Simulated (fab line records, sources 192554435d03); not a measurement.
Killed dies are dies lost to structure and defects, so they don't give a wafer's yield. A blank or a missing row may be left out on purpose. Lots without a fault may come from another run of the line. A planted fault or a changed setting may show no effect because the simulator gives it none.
Which tool did it? | flow n5_finfet | 24 lots, 72 wafers sampled, at 6 steps of a route of 1938

WHAT THE GAUGES READ, wafer by wafer
N5_BEOL_M14_INSPECT_30: inspects for defects (macro).
lot  | measured     | on                | raw_defect_count
L074 | day 11 14:39 | defect_inspect-01 | 3 0 1
L075 | day 11 17:37 | defect_inspect-01 | 3 1 1
L077 | day 12 05:41 | defect_inspect-02 | 1 4 1
L078 | day 12 20:35 | defect_inspect-01 | 3 1 0
L076 | day 12 21:38 | defect_inspect-02 | 0 2 6
L080 | day 13 02:07 | defect_inspect-02 | 3 0 2
L079 | day 13 12:25 | defect_inspect-02 | 2 2 0
L081 | day 13 18:36 | defect_inspect-02 | 4 1 4
L082 | day 14 12:33 | defect_inspect-01 | 0 0 0
L083 | day 14 15:29 | defect_inspect-01 | 0 3 4
L085 | day 15 05:13 | defect_inspect-01 | 2 7 1
L084 | day 15 09:45 | defect_inspect-01 | 2 2 0
L087 | day 15 15:07 | defect_inspect-02 | 3 2 1
L092 | day 15 21:44 | defect_inspect-01 | 5 2 0
L086 | day 15 23:30 | defect_inspect-01 | 2 1 1
L089 | day 16 04:40 | defect_inspect-02 | 3 3 2
L088 | day 16 13:10 | defect_inspect-02 | 1 4 1
L090 | day 16 13:17 | defect_inspect-01 | 0 0 1
L091 | day 16 18:26 | defect_inspect-01 | 2 1 3
L096 | day 17 02:53 | defect_inspect-01 | 1 1 1
L094 | day 17 03:46 | defect_inspect-02 | 1 0 3
L093 | day 17 06:08 | defect_inspect-02 | 4 1 0
L097 | day 17 20:18 | defect_inspect-01 | 4 1 1
L095 | day 18 19:05 | defect_inspect-02 | 2 1 2

N5_BEOL_M14_INSPECT_55: inspects for defects (darkfield).
lot  | measured     | on                | raw_defect_count
L074 | day 11 20:41 | defect_inspect-01 | 51 78 73
L075 | day 11 20:53 | defect_inspect-02 | 97 79 98
L077 | day 12 08:57 | defect_inspect-01 | 60 39 26
L078 | day 13 03:16 | defect_inspect-02 | 109 120 76
L076 | day 13 03:34 | defect_inspect-02 | 51 89 77
L080 | day 13 09:15 | defect_inspect-02 | 106 68 101
L079 | day 13 16:35 | defect_inspect-02 | 33 32 70
L081 | day 13 22:02 | defect_inspect-02 | 45 36 66
L082 | day 14 17:14 | defect_inspect-02 | 84 60 41
L083 | day 14 22:25 | defect_inspect-01 | 42 58 58
L085 | day 15 07:28 | defect_inspect-02 | 74 33 96
L084 | day 15 16:06 | defect_inspect-02 | 70 72 49
L087 | day 15 19:29 | defect_inspect-02 | 152 73 74
L092 | day 16 02:21 | defect_inspect-01 | 43 74 46
L086 | day 16 03:28 | defect_inspect-01 | 69 86 66
L089 | day 16 10:46 | defect_inspect-02 | 53 75 48
L088 | day 16 18:26 | defect_inspect-02 | 126 147 106
L090 | day 16 21:29 | defect_inspect-01 | 111 60 128
L091 | day 16 21:40 | defect_inspect-02 | 26 57 34
L096 | day 17 10:18 | defect_inspect-02 | 83 82 65
L094 | day 17 10:05 | defect_inspect-01 | 57 48 45
L093 | day 17 11:12 | defect_inspect-02 | 52 69 78
L097 | day 17 23:04 | defect_inspect-01 | 92 62 56
L095 | day 18 21:59 | defect_inspect-02 | 32 55 52

N5_BEOL_M15_CD_MEAS_10: target cd 360 nm.
lot  | measured     | on        | cd_nm (nm)
L074 | day 11 21:25 | cd_sem-01 | 363.4 362.6 362.3
L075 | day 11 21:28 | cd_sem-02 | 358.3 359.2 359.5
L077 | day 12 09:32 | cd_sem-01 | 358.0 359.0 359.0
L078 | day 13 03:51 | cd_sem-02 | 361.0 360.1 361.4
L076 | day 13 04:16 | cd_sem-03 | 360.8 361.1 360.3
L080 | day 13 09:50 | cd_sem-01 | 362.7 361.4 361.4
L079 | day 13 17:10 | cd_sem-02 | 359.4 358.9 361.0
L081 | day 13 22:38 | cd_sem-02 | 361.1 361.0 360.0
L082 | day 14 17:58 | cd_sem-01 | 359.8 359.9 360.9
L083 | day 14 23:08 | cd_sem-02 | 360.2 360.7 361.1
L085 | day 15 08:04 | cd_sem-02 | 362.4 361.1 363.2
L084 | day 15 16:49 | cd_sem-02 | 358.5 358.7 358.2
L087 | day 15 20:19 | cd_sem-01 | 360.1 359.3 360.0
L092 | day 16 02:58 | cd_sem-01 | 359.2 359.8 359.0
L086 | day 16 04:03 | cd_sem-02 | 359.7 359.0 357.6
L089 | day 16 11:22 | cd_sem-03 | 363.6 362.8 362.9
L088 | day 16 19:01 | cd_sem-01 | 361.1 360.5 361.5
L090 | day 16 22:04 | cd_sem-01 | 360.6 360.5 361.2
L091 | day 16 22:22 | cd_sem-01 | 362.1 360.3 360.4
L096 | day 17 11:01 | cd_sem-03 | 360.2 359.1 357.5
L094 | day 17 10:41 | cd_sem-03 | 359.5 359.9 358.3
L093 | day 17 11:47 | cd_sem-01 | 359.8 359.9 360.5
L097 | day 17 23:47 | cd_sem-01 | 359.6 358.5 359.6
L095 | day 18 22:34 | cd_sem-01 | 360.3 361.2 361.9

N5_BEOL_M15_OVL_MEAS_11.
lot  | measured     | on         | V14_OVL (nm)
L074 | day 11 21:26 | overlay-02 | 5 2 -4
L075 | day 11 21:30 | overlay-02 | -1 1 8
L077 | day 12 09:34 | overlay-02 | -2 -3 1
L078 | day 13 03:53 | overlay-01 | -6 -13 -3
L076 | day 13 04:18 | overlay-01 | 5 1 -5
L080 | day 13 09:52 | overlay-02 | -3 4 6
L079 | day 13 17:12 | overlay-02 | -2 2 -1
L081 | day 13 22:40 | overlay-01 | 8 7 3
L082 | day 14 17:59 | overlay-01 | 8 11 6
L083 | day 14 23:10 | overlay-01 | 7 14 1
L085 | day 15 08:05 | overlay-02 | 14 11 9
L084 | day 15 16:50 | overlay-01 | -6 -3 -2
L087 | day 15 20:21 | overlay-01 | -1 -3 -4
L092 | day 16 02:59 | overlay-01 | -2 0 -1
L086 | day 16 04:05 | overlay-01 | 3 11 7
L089 | day 16 11:23 | overlay-01 | 0 -1 6
L088 | day 16 19:05 | overlay-01 | -6 0 -1
L090 | day 16 22:06 | overlay-01 | 3 4 5
L091 | day 16 22:24 | overlay-01 | -5 -2 -4
L096 | day 17 11:02 | overlay-01 | -7 -7 -7
L094 | day 17 10:43 | overlay-01 | -7 -7 2
L093 | day 17 11:49 | overlay-02 | 3 2 2
L097 | day 17 23:49 | overlay-01 | 5 6 2
L095 | day 18 22:36 | overlay-01 | -1 1 0

WHICH TOOL RAN EACH LOT (tool, then ch and the chambers of the sampled wafers, then the start)
lot  | N5_BEOL_M14_VIA_ETCH_16            | N5_BEOL_M14_SPUTTER_43
L074 | rie_diel-01 ch 0,1,3, day 11 13:55 | pvd_sputter-01, day 11 19:25
L075 | rie_diel-04 ch 1,2, day 11 16:53   | pvd_sputter-02, day 11 19:40
L077 | rie_diel-04 ch 1,2,3, day 12 04:50 | pvd_sputter-01, day 12 07:44
L078 | rie_diel-01 ch 0,2,3, day 12 19:51 | pvd_sputter-02, day 13 01:59
L076 | rie_diel-05 ch 1,3, day 12 20:54   | pvd_sputter-03, day 13 02:20
L080 | rie_diel-05 ch 1,2,3, day 13 01:29 | pvd_sputter-02, day 13 08:02
L079 | rie_diel-04 ch 0,1,3, day 13 11:34 | pvd_sputter-02, day 13 15:19
L081 | rie_diel-05 ch 0,1,3, day 13 17:52 | pvd_sputter-01, day 13 20:49
L082 | rie_diel-04 ch 0,1,2, day 14 11:42 | pvd_sputter-01, day 14 15:43
L083 | rie_diel-01 ch 2,3, day 14 14:38   | pvd_sputter-01, day 14 21:12
L085 | rie_diel-01 ch 0,2,3, day 15 04:29 | pvd_sputter-03, day 15 06:15
L084 | rie_diel-01 ch 0,2, day 15 08:53   | pvd_sputter-02, day 15 14:53
L087 | rie_diel-01 ch 0,2,3, day 15 14:16 | pvd_sputter-03, day 15 18:15
L092 | rie_diel-01 ch 0,2,3, day 15 20:53 | pvd_sputter-03, day 16 01:08
L086 | rie_diel-05 ch 0,1,3, day 15 22:37 | pvd_sputter-01, day 16 01:28
L089 | rie_diel-04 ch 0,1,3, day 16 03:55 | pvd_sputter-02, day 16 09:32
L088 | rie_diel-05 ch 0,1, day 16 12:18   | pvd_sputter-03, day 16 17:08
L090 | rie_diel-04 ch 0,1,2, day 16 12:32 | pvd_sputter-03, day 16 20:16
L091 | rie_diel-01 ch 1,2, day 16 17:35   | pvd_sputter-01, day 16 20:17
L096 | rie_diel-05 ch 0,1,3, day 17 02:09 | pvd_sputter-01, day 17 08:49
L094 | rie_diel-01 ch 0,2, day 17 03:02   | pvd_sputter-03, day 17 08:51
L093 | rie_diel-05 ch 0,1, day 17 05:25   | pvd_sputter-03, day 17 09:15
L097 | rie_diel-01 ch 0,1, day 17 19:34   | pvd_sputter-01, day 17 21:50
L095 | rie_diel-05 ch 2,3, day 18 18:13   | pvd_sputter-01, day 18 20:41
- N5_BEOL_M14_VIA_ETCH_16: etches SiO2 in C4F8/O2/Ar, target depth 1231.3 nm.
- N5_BEOL_M14_SPUTTER_43: material TaN, target thk 15 nm, time 24.19 s.

WHAT THE TOOLS THEMSELVES READ (means of the sampled wafers that have a number; where no wafer has one, the mark that the record gives instead)
N5_BEOL_M14_VIA_ETCH_16.
lot  | tool        | chamber_pressure_mTorr (mTorr) | drypump_motor_current_A (A) | mfc_ar_sccm (sccm) | oes_ar_750_au (a.u.) | oes_product_au (a.u.) | rf_vpp_V (V) | showerhead_plenum_p_Torr (Torr) | throttle_valve_pct (%)
L074 | rie_diel-01 | 20.008                         | 5.5                         | 398.3              | 0.79                 | 0.72                  | 2218         | 3.37                            | 30.83
L075 | rie_diel-04 | 20.013                         | 5.9                         | 398.7              | 0.89                 | 0.82                  | 2193         | 3.44                            | 30.74
L077 | rie_diel-04 | 20.017                         | 6.1                         | 399.5              | 0.85                 | 0.77                  | 2201         | 3.48                            | 30.80
L078 | rie_diel-01 | 20.006                         | 5.6                         | 400.2              | 0.87                 | 0.80                  | 2207         | 3.40                            | 30.87
L076 | rie_diel-05 | 19.995                         | 5.2                         | 399.5              | 0.77                 | 0.70                  | 2221         | 3.41                            | 31.12
L080 | rie_diel-05 | 20.005                         | 5.6                         | 401.2              | 0.74                 | 0.66                  | 2228         | 3.42                            | 31.16
L079 | rie_diel-04 | 19.989                         | 6.1                         | 401.0              | 0.77                 | 0.69                  | 2206         | 3.41                            | 30.78
L081 | rie_diel-05 | 19.992                         | 5.2                         | 399.9              | 0.83                 | 0.75                  | 2221         | 3.42                            | 31.11
L082 | rie_diel-04 | 20.011                         | 5.8                         | 400.1              | 0.79                 | 0.72                  | 2196         | 3.36                            | 30.73
L083 | rie_diel-01 | 19.999                         | 5.5                         | 397.7              | 0.88                 | 0.80                  | 2204         | 3.46                            | 30.65
L085 | rie_diel-01 | 20.020                         | 5.6                         | 400.8              | 0.83                 | 0.76                  | 2207         | 3.39                            | 30.87
L084 | rie_diel-01 | 19.986                         | 5.9                         | 400.3              | 0.86                 | 0.78                  | 2194         | 3.35                            | 31.00
L087 | rie_diel-01 | 20.010                         | 5.6                         | 398.5              | 0.83                 | 0.75                  | 2207         | 3.39                            | 30.88
L092 | rie_diel-01 | 20.002                         | 5.6                         | 400.3              | 0.82                 | 0.75                  | 2207         | 3.39                            | 30.88
L086 | rie_diel-05 | 20.010                         | 5.2                         | 400.3              | 0.80                 | 0.72                  | 2220         | 3.40                            | 31.12
L089 | rie_diel-04 | 19.999                         | 6.1                         | 399.8              | 0.75                 | 0.68                  | 2205         | 3.40                            | 30.78
L088 | rie_diel-05 | 20.017                         | 5.0                         | 399.3              | 0.83                 | 0.75                  | 2215         | 3.47                            | 30.99
L090 | rie_diel-04 | 19.993                         | 5.8                         | 400.9              | 0.78                 | 0.70                  | 2195         | 3.36                            | 30.75
L091 | rie_diel-01 | 19.990                         | 6.0                         | 399.3              | 0.92                 | 0.83                  | 2198         | 3.46                            | 30.79
L096 | rie_diel-05 | 20.011                         | 5.2                         | 401.3              | 0.89                 | 0.80                  | 2232         | 3.54                            | 31.05
L094 | rie_diel-01 | 19.999                         | 5.7                         | 400.6              | 0.78                 | 0.70                  | 2209         | 3.31                            | 31.13
L093 | rie_diel-05 | 20.001                         | 4.9                         | 400.0              | 0.86                 | 0.77                  | 2215         | 3.48                            | 30.99
L097 | rie_diel-01 | 20.004                         | 5.6                         | 399.7              | 0.78                 | 0.72                  | 2231         | 3.41                            | 31.03
L095 | rie_diel-05 | 19.998                         | 5.8                         | 399.5              | 0.92                 | 0.83                  | 2255         | 3.60                            | 31.06

N5_BEOL_M14_SPUTTER_43.
lot  | tool           | throttle_valve_pct (%)
L074 | pvd_sputter-01 | 29.9
L075 | pvd_sputter-02 | 29.9
L077 | pvd_sputter-01 | 30.1
L078 | pvd_sputter-02 | 30.3
L076 | pvd_sputter-03 | 30.6
L080 | pvd_sputter-02 | 28.9
L079 | pvd_sputter-02 | 29.6
L081 | pvd_sputter-01 | 30.7
L082 | pvd_sputter-01 | 30.6
L083 | pvd_sputter-01 | 30.2
L085 | pvd_sputter-03 | 29.4
L084 | pvd_sputter-02 | 29.8
L087 | pvd_sputter-03 | 30.1
L092 | pvd_sputter-03 | 29.8
L086 | pvd_sputter-01 | 30.3
L089 | pvd_sputter-02 | 29.6
L088 | pvd_sputter-03 | 30.2
L090 | pvd_sputter-03 | 30.3
L091 | pvd_sputter-01 | 30.2
L096 | pvd_sputter-01 | 30.6
L094 | pvd_sputter-03 | 30.1
L093 | pvd_sputter-03 | 30.0
L097 | pvd_sputter-01 | 30.0
L095 | pvd_sputter-01 | 30.7

THE ANSWER, worked out from the rows above alone
Rule: what is usual is taken from the lots themselves. Put in order of their means at a reading, lots are off if they are a third of the lots or fewer, leave a main group of 4 or more, and stand apart from it by a gap of 3 or more times the standard deviation of the main group's means; of several such gaps the widest counts. A main group whose means are all the same, to the digits that the tables above print for the reading, isn't used. A lot without any number at a reading at which 4 lots or more have one is off too. The other lots that the step has rows for count as sound. The gauges are gone through in route order, then the tools' own readings, and for those a lot's mean is taken as printed above. The first step at which some lot is off is used, and at that step the reading that is off furthest; a lot without a number counts as furthest.
No lot is off at any reading shown: from this, nothing can be told.

WHAT THE SIMULATOR HAD PUT IN
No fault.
